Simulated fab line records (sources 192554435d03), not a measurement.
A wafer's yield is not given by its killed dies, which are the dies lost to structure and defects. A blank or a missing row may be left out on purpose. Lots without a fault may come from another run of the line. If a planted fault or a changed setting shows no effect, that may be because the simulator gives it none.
The tool behind it: which one? / flow n5-finfet / 12 lots with 36 wafers sampled at 3 steps, on a route of 1938 steps

## WHAT EACH GAUGE READ, for each wafer
N5_BEOL_M13_CD_MEAS_28: target cd 209.5 nm.
lot=L076; measured=day 10 14:11; on=cd-sem-01; cd-nm (nm)=209.3 207.9 208.9
lot=L077; measured=day 10 20:55; on=cd-sem-01; cd-nm (nm)=209.7 210.5 208.5
lot=L079; measured=day 11 06:25; on=cd-sem-03; cd-nm (nm)=209.8 209.6 208.4
lot=L082; measured=day 11 12:08; on=cd-sem-02; cd-nm (nm)=208.8 209.2 209.3
lot=L083; measured=day 11 19:26; on=cd-sem-02; cd-nm (nm)=207.6 208.8 207.9
lot=L088; measured=day 15 11:50; on=cd-sem-02; cd-nm (nm)=209.7 207.4 209.6
lot=L094; measured=day 16 03:08; on=cd-sem-03; cd-nm (nm)=210.2 211.2 212.2
lot=L085; measured=day 16 09:05; on=cd-sem-01; cd-nm (nm)=211.3 209.5 208.4
lot=L092; measured=day 16 23:00; on=cd-sem-02; cd-nm (nm)=210.1 211.0 210.0
lot=L093; measured=day 17 14:41; on=cd-sem-03; cd-nm (nm)=207.4 207.2 208.0
lot=L096; measured=day 17 16:11; on=cd-sem-02; cd-nm (nm)=208.5 207.8 207.7
lot=L097; measured=day 18 05:51; on=cd-sem-02; cd-nm (nm)=207.5 209.8 208.5

## WHAT TOOL EACH LOT RAN ON (gives the tool, then ch and the chambers of the sampled wafers, and finally the start)
lot=L076; N5_BEOL_M12_ETCH_68=rie-diel-03 ch 1,2,3, day 10 10:28; N5_BEOL_M12_SPUTTER_43=pvd-sputter-03, day 10 11:15
lot=L077; N5_BEOL_M12_ETCH_68=rie-diel-03 ch 1,2, day 10 17:00; N5_BEOL_M12_SPUTTER_43=pvd-sputter-02, day 10 17:44
lot=L079; N5_BEOL_M12_ETCH_68=rie-diel-02 ch 1,3, day 11 02:49; N5_BEOL_M12_SPUTTER_43=pvd-sputter-01, day 11 03:41
lot=L082; N5_BEOL_M12_ETCH_68=rie-diel-04 ch 0,2,3, day 11 08:34; N5_BEOL_M12_SPUTTER_43=pvd-sputter-03, day 11 09:32
lot=L083; N5_BEOL_M12_ETCH_68=rie-diel-04 ch 1,2,3, day 11 12:37; N5_BEOL_M12_SPUTTER_43=pvd-sputter-03, day 11 14:34
lot=L088; N5_BEOL_M12_ETCH_68=rie-diel-04 ch 0,3, day 15 07:56; N5_BEOL_M12_SPUTTER_43=pvd-sputter-01, day 15 09:13
lot=L094; N5_BEOL_M12_ETCH_68=rie-diel-03 ch 1,2,3, day 15 23:30; N5_BEOL_M12_SPUTTER_43=pvd-sputter-01, day 16 00:25
lot=L085; N5_BEOL_M12_ETCH_68=rie-diel-02 ch 0,2,3, day 16 00:34; N5_BEOL_M12_SPUTTER_43=pvd-sputter-02, day 16 06:21
lot=L092; N5_BEOL_M12_ETCH_68=rie-diel-02 ch 1,2,3, day 16 15:38; N5_BEOL_M12_SPUTTER_43=pvd-sputter-03, day 16 20:03
lot=L093; N5_BEOL_M12_ETCH_68=rie-diel-02 ch 1,2, day 17 06:52; N5_BEOL_M12_SPUTTER_43=pvd-sputter-03, day 17 11:58
lot=L096; N5_BEOL_M12_ETCH_68=rie-diel-03 ch 1,2, day 17 09:18; N5_BEOL_M12_SPUTTER_43=pvd-sputter-01, day 17 12:48
lot=L097; N5_BEOL_M12_ETCH_68=rie-diel-03 ch 0,1,3, day 17 23:08; N5_BEOL_M12_SPUTTER_43=pvd-sputter-01, day 18 02:52
- N5_BEOL_M12_ETCH_68: etches SOC in N2/H2, time 285 s.
- N5_BEOL_M12_SPUTTER_43: material TaN, target thk 15 nm, time 24.19 s.

## THE ANSWER, worked out from the rows above alone
Rule: the usual values come from the lots themselves. Put in order of their means at a reading, lots are off if they are a third of the lots or fewer, leave a main group of 4 or more, and stand apart from it by a gap of 3 or more times the standard deviation of the main group's means; of several such gaps the widest counts. A main group whose means are all the same, to the digits that the tables above print for the reading, isn't used. A lot without any number at a reading at which 4 lots or more have one is off too. Where the step has rows for the other lots, those lots are counted as sound.
Across all readings shown, no lot is off: no conclusion can be drawn from this.

## WHAT THE SIMULATOR PUT IN
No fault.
